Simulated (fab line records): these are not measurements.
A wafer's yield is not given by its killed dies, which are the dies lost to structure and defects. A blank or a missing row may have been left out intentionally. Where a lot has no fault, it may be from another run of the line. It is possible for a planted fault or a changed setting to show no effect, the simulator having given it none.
What tool caused it? / flow nand harc / 24 lots with 72 wafers sampled at 3 steps, on a route of 1159 steps

## WHAT EACH GAUGE READ, for each wafer
NHARC_P_M2_INSPECT_27.
lot=L075; measured=day 6 10:34; on=defect inspect-02; raw defect count=412 231 232
lot=L074; measured=day 6 11:08; on=defect inspect-02; raw defect count=369 265 341
lot=L077; measured=day 6 23:41; on=defect inspect-02; raw defect count=166 232 288
lot=L078; measured=day 7 04:36; on=defect inspect-02; raw defect count=401 342 259
lot=L076; measured=day 7 08:19; on=defect inspect-02; raw defect count=399 218 290
lot=L080; measured=day 7 11:16; on=defect inspect-02; raw defect count=215 188 205
lot=L079; measured=day 7 12:07; on=defect inspect-01; raw defect count=143 174 301
lot=L081; measured=day 8 05:05; on=defect inspect-01; raw defect count=292 335 293
lot=L082; measured=day 8 05:59; on=defect inspect-02; raw defect count=464 242 441
lot=L083; measured=day 8 06:32; on=defect inspect-02; raw defect count=300 311 207
lot=L085; measured=day 8 20:21; on=defect inspect-01; raw defect count=329 185 194
lot=L084; measured=day 8 20:55; on=defect inspect-01; raw defect count=268 321 609
lot=L087; measured=day 9 13:59; on=defect inspect-02; raw defect count=341 121 272
lot=L086; measured=day 9 14:55; on=defect inspect-02; raw defect count=216 182 234
lot=L088; measured=day 10 09:02; on=defect inspect-02; raw defect count=655 447 325
lot=L089; measured=day 10 09:36; on=defect inspect-02; raw defect count=343 456 455
lot=L090; measured=day 10 10:05; on=defect inspect-01; raw defect count=245 221 223
lot=L091; measured=day 10 16:27; on=defect inspect-01; raw defect count=353 343 470
lot=L093; measured=day 10 16:49; on=defect inspect-02; raw defect count=245 199 215
lot=L092; measured=day 10 17:10; on=defect inspect-02; raw defect count=325 285 374
lot=L094; measured=day 11 07:51; on=defect inspect-01; raw defect count=274 318 304
lot=L095; measured=day 11 10:43; on=defect inspect-02; raw defect count=217 447 437
lot=L096; measured=day 11 18:25; on=defect inspect-01; raw defect count=238 303 218
lot=L097; measured=day 12 03:01; on=defect inspect-01; raw defect count=223 214 263

NHARC_P_BONDPAD_CD_MEAS_13.
lot=L075; measured=day 6 12:48; on=cd sem-01; cd nm (nm)=501.1 499.8 495.3
lot=L074; measured=day 6 13:27; on=cd sem-02; cd nm (nm)=497.9 497.6 501.0
lot=L077; measured=day 7 02:01; on=cd sem-03; cd nm (nm)=498.3 503.0 501.0
lot=L078; measured=day 7 07:07; on=cd sem-01; cd nm (nm)=497.1 500.7 501.6
lot=L076; measured=day 7 10:31; on=cd sem-03; cd nm (nm)=503.1 505.3 500.8
lot=L080; measured=day 7 13:39; on=cd sem-02; cd nm (nm)=500.5 501.8 501.0
lot=L079; measured=day 7 14:30; on=cd sem-01; cd nm (nm)=502.7 501.0 498.2
lot=L081; measured=day 8 07:16; on=cd sem-01; cd nm (nm)=502.8 503.0 498.9
lot=L082; measured=day 8 08:10; on=cd sem-03; cd nm (nm)=500.1 501.4 502.7
lot=L083; measured=day 8 08:53; on=cd sem-01; cd nm (nm)=500.8 499.7 500.0
lot=L085; measured=day 8 22:39; on=cd sem-02; cd nm (nm)=501.6 500.3 499.0
lot=L084; measured=day 8 23:13; on=cd sem-03; cd nm (nm)=497.8 501.4 502.7
lot=L087; measured=day 9 16:25; on=cd sem-02; cd nm (nm)=502.2 500.5 498.5
lot=L086; measured=day 9 17:08; on=cd sem-02; cd nm (nm)=501.7 499.6 500.2
lot=L088; measured=day 10 11:20; on=cd sem-01; cd nm (nm)=501.9 500.9 496.7
lot=L089; measured=day 10 11:58; on=cd sem-02; cd nm (nm)=500.7 500.0 499.9
lot=L090; measured=day 10 12:25; on=cd sem-03; cd nm (nm)=501.0 502.0 500.5
lot=L091; measured=day 10 18:40; on=cd sem-01; cd nm (nm)=501.2 498.6 498.2
lot=L093; measured=day 10 19:11; on=cd sem-03; cd nm (nm)=500.7 493.8 499.3
lot=L092; measured=day 10 19:37; on=cd sem-02; cd nm (nm)=496.5 496.3 498.1
lot=L094; measured=day 11 10:11; on=cd sem-03; cd nm (nm)=501.7 501.2 500.0
lot=L095; measured=day 11 13:02; on=cd sem-01; cd nm (nm)=496.7 499.5 499.7
lot=L096; measured=day 11 21:07; on=cd sem-01; cd nm (nm)=501.9 499.6 496.7
lot=L097; measured=day 12 05:13; on=cd sem-01; cd nm (nm)=499.3 504.4 503.9

## TOOL THAT RAN EACH LOT (tool first, then ch and the chambers of the sampled wafers, then the start)
lot=L075; NHARC_P_M2_PRE_CLEAN_30=pvd sputter-01, day 6 10:34 or earlier
lot=L074; NHARC_P_M2_PRE_CLEAN_30=pvd sputter-02, day 6 11:08 or earlier
lot=L077; NHARC_P_M2_PRE_CLEAN_30=pvd sputter-01, day 6 23:41 or earlier
lot=L078; NHARC_P_M2_PRE_CLEAN_30=pvd sputter-01, day 7 04:36 or earlier
lot=L076; NHARC_P_M2_PRE_CLEAN_30=pvd sputter-02, day 7 08:19 or earlier
lot=L080; NHARC_P_M2_PRE_CLEAN_30=pvd sputter-03, day 7 11:16 or earlier
lot=L079; NHARC_P_M2_PRE_CLEAN_30=pvd sputter-02, day 7 12:07 or earlier
lot=L081; NHARC_P_M2_PRE_CLEAN_30=pvd sputter-03, day 8 05:05 or earlier
lot=L082; NHARC_P_M2_PRE_CLEAN_30=pvd sputter-03, day 8 05:59 or earlier
lot=L083; NHARC_P_M2_PRE_CLEAN_30=pvd sputter-03, day 8 06:32 or earlier
lot=L085; NHARC_P_M2_PRE_CLEAN_30=pvd sputter-02, day 8 20:21 or earlier
lot=L084; NHARC_P_M2_PRE_CLEAN_30=pvd sputter-01, day 8 20:55 or earlier
lot=L087; NHARC_P_M2_PRE_CLEAN_30=pvd sputter-02, day 9 13:59 or earlier
lot=L086; NHARC_P_M2_PRE_CLEAN_30=pvd sputter-01, day 9 14:55 or earlier
lot=L088; NHARC_P_M2_PRE_CLEAN_30=pvd sputter-03, day 10 09:02 or earlier
lot=L089; NHARC_P_M2_PRE_CLEAN_30=pvd sputter-01, day 10 09:36 or earlier
lot=L090; NHARC_P_M2_PRE_CLEAN_30=pvd sputter-02, day 10 10:05 or earlier
lot=L091; NHARC_P_M2_PRE_CLEAN_30=pvd sputter-03, day 10 16:27 or earlier
lot=L093; NHARC_P_M2_PRE_CLEAN_30=pvd sputter-01, day 10 16:49 or earlier
lot=L092; NHARC_P_M2_PRE_CLEAN_30=pvd sputter-03, day 10 17:10 or earlier
lot=L094; NHARC_P_M2_PRE_CLEAN_30=pvd sputter-02, day 11 07:51 or earlier
lot=L095; NHARC_P_M2_PRE_CLEAN_30=pvd sputter-03, day 11 10:43 or earlier
lot=L096; NHARC_P_M2_PRE_CLEAN_30=pvd sputter-02, day 11 18:25 or earlier
lot=L097; NHARC_P_M2_PRE_CLEAN_30=pvd sputter-03, day 12 03:01 or earlier
- NHARC_P_M2_PRE_CLEAN_30: time 30 s.

## AS READ BY THE TOOLS THEMSELVES (means over the sampled wafers that have a number; for cases with no such wafer, the mark the record gives instead)
NHARC_P_M2_PRE_CLEAN_30.
lot=L075; tool=pvd sputter-01; heater power w (W)=412
lot=L074; tool=pvd sputter-02; heater power w (W)=420
lot=L077; tool=pvd sputter-01; heater power w (W)=383
lot=L078; tool=pvd sputter-01; heater power w (W)=419
lot=L076; tool=pvd sputter-02; heater power w (W)=415
lot=L080; tool=pvd sputter-03; heater power w (W)=414
lot=L079; tool=pvd sputter-02; heater power w (W)=394
lot=L081; tool=pvd sputter-03; heater power w (W)=415
lot=L082; tool=pvd sputter-03; heater power w (W)=423
lot=L083; tool=pvd sputter-03; heater power w (W)=425
lot=L085; tool=pvd sputter-02; heater power w (W)=393
lot=L084; tool=pvd sputter-01; heater power w (W)=378
lot=L087; tool=pvd sputter-02; heater power w (W)=464
lot=L086; tool=pvd sputter-01; heater power w (W)=431
lot=L088; tool=pvd sputter-03; heater power w (W)=401
lot=L089; tool=pvd sputter-01; heater power w (W)=387
lot=L090; tool=pvd sputter-02; heater power w (W)=427
lot=L091; tool=pvd sputter-03; heater power w (W)=404
lot=L093; tool=pvd sputter-01; heater power w (W)=398
lot=L092; tool=pvd sputter-03; heater power w (W)=415
lot=L094; tool=pvd sputter-02; heater power w (W)=425
lot=L095; tool=pvd sputter-03; heater power w (W)=403
lot=L096; tool=pvd sputter-02; heater power w (W)=432
lot=L097; tool=pvd sputter-03; heater power w (W)=398

## THE ANSWER, worked out from the rows above alone
Rule: usual is defined by the lots themselves. The widest of any qualifying gaps counts: lots, ordered by their means at a reading, are off when they make up no more than a third of the lots, leave a main group of 4 or more, and stand apart from it by 3 or more times the standard deviation of that group's means. Not used: any main group whose means are identical at the precision the tables above print for the reading. Also off: a lot with no number at a reading for which 4 or more lots have one. All remaining lots with rows at the step are treated as sound. Order of review: gauges by route order, followed by the tools' own readings, for which a lot's mean as printed above is used. The first step at which some lot is off is used, and at that step the reading that is off furthest; a lot without a number counts as furthest.
No lot is off at any reading shown: from this, nothing can be told.

## WHAT THE SIMULATOR PUT IN
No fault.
